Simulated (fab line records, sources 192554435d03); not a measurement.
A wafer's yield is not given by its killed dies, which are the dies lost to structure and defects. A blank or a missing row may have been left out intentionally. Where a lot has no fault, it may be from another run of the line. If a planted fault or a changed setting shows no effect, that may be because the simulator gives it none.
Split-lot trial -- flow n5-finfet -- on a route of 1938 steps: 7 lots, 21 wafers read

== ABOUT THE SPLIT ==
At N5_BEOL_M2_TRENCH_ETCH_37 (etches SiOC in C4F6/O2, target depth 55.555 nm, time 29.2 s), the setting time-s was moved away from the recipe's 29.2 s on 14 of the 21 wafers read, by -10.9% to +20.9%. All remaining wafers had this setting at the recipe value.

== FROM THE SPLIT TO THE READING: what the file shows between them, 13 steps ==
- N5_BEOL_M2_ETCH_41: etches SiCN in CH3F/O2, target depth 29.9 nm, time 52.5 s
- N5_BEOL_M2_STRIP_97: strips in N2/H2, time 10 s
- N5_BEOL_M2_OCD_MEAS_38
- N5_BEOL_M2_HM_STRIP_39: strips TiN in peroxide tin strip, target depth 25 nm, time 158 s
- N5_BEOL_M2_SRD_40: time 30 s
- N5_BEOL_M2_ECD_50: material Cu, target thk 300 nm
- N5_BEOL_M2_ANNEAL_51: time 90 s
- N5_BEOL_M2_CMP_52: polishes, stops on SiOC, t overpolish 6.8 s, target thk 40 nm
- N5_BEOL_M2_THK_MEAS_53: measures by xrf
- N5_BEOL_M2_PRE_CLEAN_60: time 15 s
- N5_BEOL_M2_CO_CAP_55: material Co, precursor CCTBA/H2, target thk 2 nm, time 102.1 s
- N5_BEOL_M2_PRE_CLEAN_56: time 15 s
- N5_BEOL_M2_DEP_57: deposits SiCN from 3MS/NH3, target thk 8 nm, time 14 s

== THE READING ==
M2_RS in ohm/sq, measured at N5_BEOL_M2_RS_MEAS_58 by four-point-probe. On this fab line, fault-free wafers typically give 0.69 ohm/sq with a standard deviation of 0.034 ohm/sq.

wafer,"tool, chamber at the split","time-s as run, s",against the recipe,"M2_RS, ohm/sq",against lot-mates on the recipe
L074.2,"rie-diel-04, 1",35.3,+20.9%,0.50,no lot-mate on the recipe
L074.5,"rie-diel-04, 3",35.3,+20.9%,0.48,no lot-mate on the recipe
L074.6,"rie-diel-04, 2",35.3,+20.9%,0.48,no lot-mate on the recipe
L076.2,"rie-diel-04, 0",26.03,-10.9%,0.85,+0.15
L076.3,"rie-diel-04, 3",29.2,recipe,0.70,-
L076.5,"rie-diel-04, 2",26.03,-10.9%,0.89,+0.19
L078.1,"rie-diel-06, 1",29.2,recipe,0.68,-
L078.2,"rie-diel-06, 2",34.76,+19.0%,0.52,-0.16
L078.6,"rie-diel-06, 2",34.76,+19.0%,0.50,-0.18
L085.4,"rie-diel-04, 3",29.2,recipe,0.70,-
L085.5,"rie-diel-04, 2",27.05,-7.4%,0.73,+0.03
L085.6,"rie-diel-04, 1",27.05,-7.4%,0.79,+0.09
L089.3,"rie-diel-06, 1",32.02,+9.7%,0.58,-0.07
L089.4,"rie-diel-06, 0",32.02,+9.7%,0.61,-0.04
L089.5,"rie-diel-06, 2",29.2,recipe,0.65,-
L092.3,"rie-diel-05, 2",29.2,recipe,0.67,-
L092.4,"rie-diel-05, 0",29.2,recipe,0.65,-
L092.6,"rie-diel-05, 1",29.2,recipe,0.67,-
L094.1,"rie-diel-04, 3",33.42,+14.5%,0.53,no lot-mate on the recipe
L094.2,"rie-diel-04, 2",33.42,+14.5%,0.49,no lot-mate on the recipe
L094.6,"rie-diel-04, 1",33.42,+14.5%,0.51,no lot-mate on the recipe

THE FIT
A straight line over all 21 wafers: M2_RS changes by -0.0108 ohm/sq for each +1% of time-s; r = -0.96; the points scatter about the line by 0.033 ohm/sq.
The same after taking each lot's own level away (the mean of its wafers on the recipe; 15 wafers): -0.00989 ohm/sq for each +1%; r = -0.95; scatter 0.031 ohm/sq.
The reading moves by 0.21 ohm/sq for the largest change in time-s, on that fit.
The span of the lots' own levels, 0.650 to 0.700 ohm/sq, comes to 1.5 times the standard deviation stated above.
Hence the lot-to-lot level has little effect on the slope; both slopes agree.
Check: for one of the wafers moved furthest among these (+19.0%), held out of the fit, the line's prediction against its lot-mates is -0.18 ohm/sq. It came out at -0.16 ohm/sq against them.

== OTHER SPLITS ON THESE WAFERS ==
Other splits were also applied to these wafers ahead of the reading. Each is held against what the fit with the lots' levels taken away leaves over:
other split on the same wafers,wafers away from the commonest value,r with M2_RS (lot level and that fit taken away)
N5_BEOL_M0_SAQP_SPACER1_ALD_98 temp-c,8,-0.17
N5_BEOL_M1_ETCH_64 source-w,9,+0.35
N5_BEOL_M1_TRENCH_ETCH_37 bias-w,4,-0.09

== THE WHOLE CHAIN: every reading that the file lists as answering this split, in the file's order ==
step,what it does,reading,change (the file's fit),r (the file's)
N5_BEOL_M2_TRENCH_ETCH_37,"etches SiOC in C4F6/O2, target depth 55.555 nm, time 29.2 s","BEOL_M2.feature-depth-nm (the simulator's own value, which no gauge read)",+0.537 nm for each +1% of the setting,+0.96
N5_BEOL_M2_TRENCH_ETCH_37,"etches SiOC in C4F6/O2, target depth 55.555 nm, time 29.2 s","etch.depth-nm (the simulator's own value, which no gauge read)",+0.539 nm for each +1% of the setting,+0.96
N5_BEOL_M2_OCD_MEAS_38,,trench-depth-nm,+0.571 nm for each +1% of the setting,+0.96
N5_BEOL_M2_CMP_52,"polishes, stops on SiOC, t overpolish 6.8 s, target thk 40 nm","Cu_of_BEOL_M2_ECD_50.thk-nm (the simulator's own value, which no gauge read)",+0.489 nm for each +1% of the setting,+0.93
N5_BEOL_M2_THK_MEAS_53,measures by xrf,M2_THK,+0.484 for each +1% of the setting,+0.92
N5_BEOL_M2_RS_MEAS_58,measures by four-point-probe,M2_RS,-0.00974 for each +1% of the setting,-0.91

== THE FILE'S OWN FIT ==
M2_RS changes by -0.00974 ohm/sq for each +1% of time-s, r = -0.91.
